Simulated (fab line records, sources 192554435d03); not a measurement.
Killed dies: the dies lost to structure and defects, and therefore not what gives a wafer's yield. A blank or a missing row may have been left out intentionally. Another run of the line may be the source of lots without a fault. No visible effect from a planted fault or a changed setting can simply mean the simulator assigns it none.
Comparing a struck lot with a sound one :: flow n5Finfet :: 21 out of 1938 route steps
Sound: wafers L118.1, L118.2, L118.4. The struck wafers were L121.2, L121.5, L121.6. The cause is named last.
For every step that has rows: the tool of each side, followed by ch and its chambers, followed by its first start. Under that, the readings that differ: sound wafers :: struck wafers :: difference of the means :: sigmas: that difference in standard deviations of wafers without a fault.
alike: a reading whose means differ by less than 2 such deviations, as well as words and numbers matching on both sides. not compared: withheld readings; readings where some wafer has no value; bounds like >300 that might hide an equal value; numbers whose values overlap and for which the record gives no deviation.
A row with sigmas, a row that says differs or no value, or rows on one side alone: a step with any of these is where the two part. Numbers that don't overlap but have no deviation are shown without sigmas and don't part them. Lack of a reading on every wafer of one side parts them only where that side has two or more wafers.

first, 6 steps without rows for these wafers: N5_BEOL_M2_COAT_05 (resist thk 30 nm); N5_BEOL_M2_EBR_07; N5_BEOL_M2_SOFTBAKE_06 (time 60 s); N5_BEOL_M2_EXPOSE_08 (exposes mask M2); N5_BEOL_M2_PEB_09 (peb time 60 s); N5_BEOL_M2_DEVELOP_10 (develop time 30 s).
N5_BEOL_M2_CD_MEAS_11: the cd target is 16.79 nm.
  sound on cdSem-01 ch 0, day 10 16:08; struck on cdSem-03 ch 0, day 11 06:09
  alike: cdNm
N5_BEOL_M2_OVL_MEAS_12:
  sound on overlay-01 ch 0, day 10 16:10; struck on overlay-01 ch 0, day 11 06:11
  alike: M2_OVL
N5_BEOL_M2_INSPECT_13: inspects for defects (brightfield).
  sound on defectInspect-01, day 10 16:14; struck on defectInspect-02, day 11 06:14
  alike: rawDefectCount
N5_BEOL_M2_DESCUM_16: chemistry O2, time 7 s.
  sound on rieDiel-06 ch 0,1,3, day 10 16:16; struck on rieDiel-06 ch 0,3, day 11 06:16
  alike: drypumpMotorCurrentA, oesProductAu, rfVppV, showerheadPlenumPTorr, tempC, throttleValvePct
  not compared: rfHoursCounterH
N5_BEOL_M2_ETCH_74: etches underlayer in N2/H2, target depth 6.5 nm, time 5.2 s.
  sound on rieDiel-06 ch 0,1,3, day 10 16:18; struck on rieDiel-06 ch 0,3, day 11 06:19
  alike: biasW, chamberPressureMTorr, drypumpMotorCurrentA, etchRfOnTimeS, oesProductAu, rfVppV, showerheadPlenumPTorr, throttleValvePct
  not compared: rfHoursCounterH
N5_BEOL_M2_ETCH_63: etches SiARC in CF4, target depth 15.6 nm, time 26 s.
  sound on rieDiel-06 ch 0,1,3, day 10 16:19; struck on rieDiel-06 ch 0,3, day 11 06:19
  alike: biasW, cf4FlowSccm, drypumpMotorCurrentA, etchRfOnTimeS, oesProductAu, rfVppV, showerheadPlenumPTorr, throttleValvePct
  not compared: rfHoursCounterH
N5_BEOL_M2_ETCH_64: etches SOC in N2/H2, target depth 75 nm, overetch 22.5 nm, time 121.9 s.
  sound on rieDiel-06 ch 0,1,3, day 10 16:20; struck on rieDiel-06 ch 0,3, day 11 06:21
  no value came back on the struck wafers for any of 10 readings (biasW (W), chamberPressureMTorr (mTorr) and others); on the sound wafers biasW (W) reads 150.5 150.6 149.1
reading: model.SiARC_of_BEOL_M2_COAT_62.thkNm (nm)
sound: 6.6 6.2 6.4
struck: 12 12 12
difference: +6
sigmas: 

reading: model.underlayer_of_BEOL_M2_COAT_73.thkNm (nm)
sound: 0 0 0
struck: 5 5 5
difference: +5
sigmas: 
then, 2 steps without rows for these wafers: N5_BEOL_M2_STRIP_65 (strips in N2/H2); N5_BEOL_M2_STRIP_75 (strips in N2/H2).
N5_BEOL_M2_STRIP_66: strips in CF4.
  sound on rieDiel-06 ch 0,1,3, day 10 16:28; struck on rieDiel-06 ch 0,3, day 11 06:29
  alike: drypumpMotorCurrentA, oesProductAu, rfVppV, showerheadPlenumPTorr, throttleValvePct
  not compared: rfHoursCounterH
N5_BEOL_M2_HM_OPEN_17: chemistry Cl2/BCl3, target TiN, target depth 20 nm, overetch 6 nm.
  sound on rieMetal-01 ch 0,1, day 10 16:31; struck on rieMetal-03 ch 0,1, day 11 06:32
reading: oesProductAu (a.u.)
sound: 0.74 0.66 0.66
struck: 0.24 0.24 0.33
difference: -0.42
sigmas: -7

reading: throttleValvePct (%)
sound: 21.99 21.97 21.93
struck: 23.31 23.32 22.73
difference: +1.16
sigmas: +8
  alike: drypumpMotorCurrentA, heBacksideLeakSccm
  not compared: rfHoursCounterH
N5_BEOL_M2_STRIP_19: strips in O2.
  sound on rieDiel-02 ch 0,3, day 10 16:38; struck on rieDiel-01 ch 0,3, day 11 06:40
  alike: drypumpMotorCurrentA, oesProductAu, rfVppV, showerheadPlenumPTorr, tempC, throttleValvePct
  not compared: rfHoursCounterH
N5_BEOL_M2_CD_MEAS_18: pitch 36 nm, target cd 18 nm.
  sound on cdSem-01, day 10 16:43; struck on cdSem-01, day 11 06:44
reading: cdNm (nm)
sound: 18.7 18.7 18.7
struck: - - -
difference: no value on the struck wafers
sigmas: 
then, 1 step without rows for these wafers: N5_BEOL_M2_COAT_67 (time 60 s, resist thk 60 nm).
N5_BEOL_M4_RC_MEAS_101:
  the record has rows for the sound wafers here (prober-01 ch 0, day 12 12:07) and none for the struck ones

== WHERE THEY PART ==
At N5_BEOL_M2_ETCH_64 first; at N5_BEOL_M4_RC_MEAS_101 last (within this record only).

WHY: what the simulator had put in
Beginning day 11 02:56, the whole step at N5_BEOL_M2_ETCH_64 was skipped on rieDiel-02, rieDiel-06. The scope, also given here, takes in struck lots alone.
